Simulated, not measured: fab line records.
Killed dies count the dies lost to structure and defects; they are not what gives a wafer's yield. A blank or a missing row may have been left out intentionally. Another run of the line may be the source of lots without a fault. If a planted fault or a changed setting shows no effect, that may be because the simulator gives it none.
Split-lot study :: flow n5 finfet :: on a route of 1938 steps: 7 lots, 39 wafers read

## SPLIT DETAILS
At N5_WELL_APT_IMPLANT_32, the setting energy kev was moved away from the recipe's 50 on 18 of the 39 wafers read, by -13.5% to +12.2%. For the rest of the wafers, this setting stayed at what the recipe calls for.

The reading comes from the split's own step.

## THE READING
implant.drp nm (the simulator's own value, which no gauge read), in nm, at N5_WELL_APT_IMPLANT_32. The file does not state a usual value for it.

wafer: L075.1
tool, chamber at the split: implanter-01, 0
energy kev as run: 50
against the recipe: recipe
implant.drp nm, nm: 18.55
against lot-mates on the recipe: -

wafer: L075.3
tool, chamber at the split: implanter-01, 0
energy kev as run: 50
against the recipe: recipe
implant.drp nm, nm: 18.55
against lot-mates on the recipe: -

wafer: L075.4
tool, chamber at the split: implanter-01, 0
energy kev as run: 50
against the recipe: recipe
implant.drp nm, nm: 18.55
against lot-mates on the recipe: -

wafer: L075.2
tool, chamber at the split: implanter-01, 0
energy kev as run: 55.74
against the recipe: +11.5%
implant.drp nm, nm: 20.08
against lot-mates on the recipe: +1.53

wafer: L075.5
tool, chamber at the split: implanter-01, 0
energy kev as run: 55.74
against the recipe: +11.5%
implant.drp nm, nm: 20.08
against lot-mates on the recipe: +1.53

wafer: L075.6
tool, chamber at the split: implanter-01, 0
energy kev as run: 55.74
against the recipe: +11.5%
implant.drp nm, nm: 20.08
against lot-mates on the recipe: +1.53

wafer: L082.1
tool, chamber at the split: implanter-01, 0
energy kev as run: 43.27
against the recipe: -13.5%
implant.drp nm, nm: 16.76
against lot-mates on the recipe: -1.79

wafer: L082.4
tool, chamber at the split: implanter-01, 0
energy kev as run: 43.27
against the recipe: -13.5%
implant.drp nm, nm: 16.76
against lot-mates on the recipe: -1.79

wafer: L082.5
tool, chamber at the split: implanter-01, 0
energy kev as run: 43.27
against the recipe: -13.5%
implant.drp nm, nm: 16.76
against lot-mates on the recipe: -1.79

wafer: L082.2
tool, chamber at the split: implanter-01, 0
energy kev as run: 50
against the recipe: recipe
implant.drp nm, nm: 18.55
against lot-mates on the recipe: -

wafer: L082.3
tool, chamber at the split: implanter-01, 0
energy kev as run: 50
against the recipe: recipe
implant.drp nm, nm: 18.55
against lot-mates on the recipe: -

wafer: L082.6
tool, chamber at the split: implanter-01, 0
energy kev as run: 50
against the recipe: recipe
implant.drp nm, nm: 18.55
against lot-mates on the recipe: -

wafer: L083.1
tool, chamber at the split: implanter-01, 0
energy kev as run: 50
against the recipe: recipe
implant.drp nm, nm: 18.55
against lot-mates on the recipe: -

wafer: L083.2
tool, chamber at the split: implanter-01, 0
energy kev as run: 50
against the recipe: recipe
implant.drp nm, nm: 18.55
against lot-mates on the recipe: -

wafer: L083.6
tool, chamber at the split: implanter-01, 0
energy kev as run: 50
against the recipe: recipe
implant.drp nm, nm: 18.55
against lot-mates on the recipe: -

wafer: L085.1
tool, chamber at the split: implanter-02, 0
energy kev as run: 56.1
against the recipe: +12.2%
implant.drp nm, nm: 20.18
against lot-mates on the recipe: +1.63

wafer: L085.3
tool, chamber at the split: implanter-02, 0
energy kev as run: 56.1
against the recipe: +12.2%
implant.drp nm, nm: 20.18
against lot-mates on the recipe: +1.63

wafer: L085.6
tool, chamber at the split: implanter-02, 0
energy kev as run: 56.1
against the recipe: +12.2%
implant.drp nm, nm: 20.18
against lot-mates on the recipe: +1.63

wafer: L085.2
tool, chamber at the split: implanter-02, 0
energy kev as run: 50
against the recipe: recipe
implant.drp nm, nm: 18.55
against lot-mates on the recipe: -

wafer: L085.4
tool, chamber at the split: implanter-02, 0
energy kev as run: 50
against the recipe: recipe
implant.drp nm, nm: 18.55
against lot-mates on the recipe: -

wafer: L085.5
tool, chamber at the split: implanter-02, 0
energy kev as run: 50
against the recipe: recipe
implant.drp nm, nm: 18.55
against lot-mates on the recipe: -

wafer: L087.1
tool, chamber at the split: implanter-01, 0
energy kev as run: 50
against the recipe: recipe
implant.drp nm, nm: 18.55
against lot-mates on the recipe: -

wafer: L087.3
tool, chamber at the split: implanter-01, 0
energy kev as run: 50
against the recipe: recipe
implant.drp nm, nm: 18.55
against lot-mates on the recipe: -

wafer: L087.6
tool, chamber at the split: implanter-01, 0
energy kev as run: 50
against the recipe: recipe
implant.drp nm, nm: 18.55
against lot-mates on the recipe: -

wafer: L087.2
tool, chamber at the split: implanter-01, 0
energy kev as run: 44.96
against the recipe: -10.1%
implant.drp nm, nm: 17.21
against lot-mates on the recipe: -1.34

wafer: L087.4
tool, chamber at the split: implanter-01, 0
energy kev as run: 44.96
against the recipe: -10.1%
implant.drp nm, nm: 17.21
against lot-mates on the recipe: -1.34

wafer: L087.5
tool, chamber at the split: implanter-01, 0
energy kev as run: 44.96
against the recipe: -10.1%
implant.drp nm, nm: 17.21
against lot-mates on the recipe: -1.34

wafer: L093.1
tool, chamber at the split: implanter-02, 0
energy kev as run: 50
against the recipe: recipe
implant.drp nm, nm: 18.55
against lot-mates on the recipe: -

wafer: L093.2
tool, chamber at the split: implanter-02, 0
energy kev as run: 50
against the recipe: recipe
implant.drp nm, nm: 18.55
against lot-mates on the recipe: -

wafer: L093.4
tool, chamber at the split: implanter-02, 0
energy kev as run: 50
against the recipe: recipe
implant.drp nm, nm: 18.55
against lot-mates on the recipe: -

wafer: L093.3
tool, chamber at the split: implanter-02, 0
energy kev as run: 54.94
against the recipe: +9.9%
implant.drp nm, nm: 19.87
against lot-mates on the recipe: +1.32

wafer: L093.5
tool, chamber at the split: implanter-02, 0
energy kev as run: 54.94
against the recipe: +9.9%
implant.drp nm, nm: 19.87
against lot-mates on the recipe: +1.32

wafer: L093.6
tool, chamber at the split: implanter-02, 0
energy kev as run: 54.94
against the recipe: +9.9%
implant.drp nm, nm: 19.87
against lot-mates on the recipe: +1.32

wafer: L096.1
tool, chamber at the split: implanter-02, 0
energy kev as run: 50
against the recipe: recipe
implant.drp nm, nm: 18.55
against lot-mates on the recipe: -

wafer: L096.3
tool, chamber at the split: implanter-02, 0
energy kev as run: 50
against the recipe: recipe
implant.drp nm, nm: 18.55
against lot-mates on the recipe: -

wafer: L096.4
tool, chamber at the split: implanter-02, 0
energy kev as run: 50
against the recipe: recipe
implant.drp nm, nm: 18.55
against lot-mates on the recipe: -

wafer: L096.2
tool, chamber at the split: implanter-02, 0
energy kev as run: 44.47
against the recipe: -11.1%
implant.drp nm, nm: 17.08
against lot-mates on the recipe: -1.47

wafer: L096.5
tool, chamber at the split: implanter-02, 0
energy kev as run: 44.47
against the recipe: -11.1%
implant.drp nm, nm: 17.08
against lot-mates on the recipe: -1.47

wafer: L096.6
tool, chamber at the split: implanter-02, 0
energy kev as run: 44.47
against the recipe: -11.1%
implant.drp nm, nm: 17.08
against lot-mates on the recipe: -1.47

THE FIT
A straight line over all 39 wafers: implant.drp nm changes by +0.133 nm for each +1% of energy kev; r = +1.00; the points scatter about the line by 0.0018 nm.
The same after taking each lot's own level away (the mean of its wafers on the recipe; 39 wafers): +0.133 nm for each +1%; r = +1.00; scatter 0.0018 nm.
Per that fit: largest energy kev move, reading shift of 1.8 nm.
The lots' own levels span 18.550 to 18.550 nm.
The two slopes are in agreement: the lot-to-lot level therefore moves the slope only a little.
Check: -1.79 nm against its lot-mates is what the line predicts for one of the wafers moved furthest among these (-13.5%) when that wafer is left out of the fit. It came out at -1.79 nm against them.

## THE WHOLE CHAIN: every reading that the file lists as answering this split, in the file's order
step: N5_WELL_APT_IMPLANT_32
what it does: 
reading: implant.rp nm (the simulator's own value, which no gauge read)
change (the file's fit): +0.36 nm for each +1% of the setting
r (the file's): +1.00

step: N5_WELL_APT_IMPLANT_32
what it does: 
reading: implant.drp nm (the simulator's own value, which no gauge read)
change (the file's fit): +0.133 nm for each +1% of the setting
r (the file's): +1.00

## FILE'S OWN FIT
implant.drp nm changes by +0.133 nm for each +1% of energy kev, r = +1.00.
